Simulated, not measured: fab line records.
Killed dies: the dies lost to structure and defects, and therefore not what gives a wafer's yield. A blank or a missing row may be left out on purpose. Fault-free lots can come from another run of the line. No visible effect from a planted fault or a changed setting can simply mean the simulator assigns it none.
Chamber matching :: flow n5 finfet :: N5_BEOL_M6_CURE_74 on uv cure-02: 3 sister chambers
The step cures SiCOH lowk, time 240 s. 3 wafers are shown with their chamber, then 7 later ones without.

EACH WAFER AND ITS CHAMBER
wafer: L078.6
chamber: 1
wafer_temp_C_max: 386.4

wafer: L080.5
chamber: 0
wafer_temp_C_max: 386.5

wafer: L083.5
chamber: 2
wafer_temp_C_max: 386.3

WAFERS MISSING THEIR CHAMBER
wafer: L083.6
wafer_temp_C_max: 386.4

wafer: L089.1
wafer_temp_C_max: 386.0

wafer: L089.4
wafer_temp_C_max: 386.0

wafer: L089.6
wafer_temp_C_max: 385.8

wafer: L092.2
wafer_temp_C_max: 386.7

wafer: L092.4
wafer_temp_C_max: 386.8

wafer: L092.6
wafer_temp_C_max: 387.1

EACH ONE'S CHAMBER
wafer: L083.6
from the rows above: can't be placed: 1 or 2 or 0
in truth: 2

wafer: L089.1
from the rows above: can't be placed: 2 or 1 or 0
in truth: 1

wafer: L089.4
from the rows above: can't be placed: 2 or 1 or 0
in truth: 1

wafer: L089.6
from the rows above: can't be placed: 2 or 1 or 0
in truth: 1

wafer: L092.2
from the rows above: can't be placed: 0 or 1 or 2
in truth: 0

wafer: L092.4
from the rows above: can't be placed: 0 or 1 or 2
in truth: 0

wafer: L092.6
from the rows above: can't be placed: 0 or 1 or 2
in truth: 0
Correct placement for 0 of the 7. From these rows, 7 cannot be placed; in 7 the true chamber is one of the candidates. Number placed wrongly: 0.
How it was worked out, from the rows above alone: a wafer's distance from a chamber is the root of the sum, over the readings, of the square of ((its reading less the chamber's mean) divided by the reading's scatter). If the next closest chamber is less than 2 further off than the closest, the wafer can't be placed; otherwise it belongs to the closest. For every chamber, the mean is computed from those of its wafers that are shown. The scatter: root of mean squared gap, hidden wafer to nearest shown wafer, with one shown wafer a chamber.
